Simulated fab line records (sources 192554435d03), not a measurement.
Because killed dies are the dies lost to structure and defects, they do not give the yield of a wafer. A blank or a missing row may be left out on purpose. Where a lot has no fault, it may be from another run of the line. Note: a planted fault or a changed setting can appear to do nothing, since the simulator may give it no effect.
Which tool was responsible? ; flow n5Finfet ; 11 lots with 33 wafers sampled at 2 steps, on a route of 1938 steps

WHAT THE GAUGES READ, wafer by wafer
N5_MIM_TOP_LITHO_CD_MEAS_08: target cd 2000 nm.
lot;measured;on;cdNm (nm)
L258;day 12 03:48;cdSem-01;1997.4 1998.1 1996.9
L260;day 12 14:25;cdSem-02;1999.8 1997.7 1999.5
L261;day 12 23:04;cdSem-02;2000.2 1998.0 1999.0
L265;day 13 17:59;cdSem-02;1999.9 1996.9 1997.9
L266;day 13 18:25;cdSem-02;1999.0 1998.0 1999.9
L268;day 14 22:51;cdSem-02;1997.5 1996.0 1997.8
L269;day 15 00:04;cdSem-02;1997.6 2000.4 1996.0
L270;day 15 02:44;cdSem-02;1996.1 1999.3 1997.4
L271;day 15 15:16;cdSem-02;1997.4 2000.4 1998.9
L278;day 17 04:07;cdSem-02;1997.8 1999.6 1997.1
L279;day 17 09:03;cdSem-01;2000.1 1998.3 2001.8

EACH LOT AND THE TOOL THAT RAN IT (in order: tool; ch and the chambers of the sampled wafers; start)
lot;N5_MIM_BOT_SPUTTER_00
L258;pvdSputter-03, day 11 23:05
L260;pvdSputter-03, day 12 12:44
L261;pvdSputter-01, day 12 21:59
L265;pvdSputter-01, day 13 16:29
L266;pvdSputter-02, day 13 16:58
L268;pvdSputter-03, day 14 19:59
L269;pvdSputter-02, day 14 22:28
L270;pvdSputter-01, day 15 01:37
L271;pvdSputter-02, day 15 13:56
L278;pvdSputter-02, day 17 02:07
L279;pvdSputter-03, day 17 07:34
- N5_MIM_BOT_SPUTTER_00: material TiN, target thk 35 nm, time 89.7 s.

THE ANSWER, worked out from the rows above alone
Rule: the lots themselves supply what counts as usual. Put in order of their means at a reading, lots are off if they are a third of the lots or fewer, leave a main group of 4 or more, and stand apart from it by a gap of 3 or more times the standard deviation of the main group's means; of several such gaps the widest counts. A main group whose means are all the same, to the digits that the tables above print for the reading, isn't used. A lot without any number at a reading at which 4 lots or more have one is off too. All remaining lots with rows at the step are treated as sound.
Across all readings shown, no lot is off: no conclusion can be drawn from this.

WHAT THE SIMULATOR PUT IN
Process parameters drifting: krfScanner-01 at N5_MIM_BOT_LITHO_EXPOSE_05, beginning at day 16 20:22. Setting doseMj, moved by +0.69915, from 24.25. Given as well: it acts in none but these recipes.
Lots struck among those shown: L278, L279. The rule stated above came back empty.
